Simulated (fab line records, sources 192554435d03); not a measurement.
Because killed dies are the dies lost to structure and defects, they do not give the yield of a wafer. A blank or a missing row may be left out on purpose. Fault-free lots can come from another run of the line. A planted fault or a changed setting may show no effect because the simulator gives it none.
Matching of chambers | flow n5_finfet | 4 sister chambers for N5_HKMG_FIN_ALD_71 on ald_metal-03
The step deposits TiN, target thk 1 nm, pulse time 1 s, purge time 3 s. 4 wafers are shown with their chamber, then 8 later ones without.

== WAFERS, EACH WITH ITS CHAMBER ==
wafer  | chamber | heater_power_w (W)
L078.1 | 2       | 848
L087.1 | 1       | 852
L087.5 | 0       | 859
L093.1 | 3       | 964

== WAFERS WHOSE CHAMBER IS MISSING ==
wafer  | heater_power_w (W)
L093.2 | 879
L093.6 | 966
L095.1 | 843
L095.3 | 861
L095.4 | 847
L096.3 | 833
L096.4 | 862
L096.6 | 966

== THE CHAMBER EACH PASSED THROUGH ==
wafer  | from the rows above          | in truth
L093.2 | can't be placed: 0 or 1 or 2 | 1
L093.6 | 3                            | 3
L095.1 | can't be placed: 2 or 1 or 0 | 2
L095.3 | can't be placed: 0 or 1 or 2 | 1
L095.4 | can't be placed: 2 or 1 or 0 | 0
L096.3 | can't be placed: 2 or 1 or 0 | 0
L096.4 | can't be placed: 0 or 1 or 2 | 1
L096.6 | 3                            | 3
Placed correctly: 2 of 8. From these rows, 6 cannot be placed; in 6 the true chamber is one of the candidates. Placed wrongly: 0.
How it was worked out, from the rows above alone: a wafer's distance from a chamber is the root of the sum, over the readings, of the square of ((its reading less the chamber's mean) divided by the reading's scatter). The wafer belongs to the nearest chamber; if the next one is less than 2 further off, it can't be placed. A chamber's mean is the mean of its shown wafers. The scatter: with one shown wafer a chamber, the root of the mean of the squares of how far each hidden wafer lies from its nearest shown one.
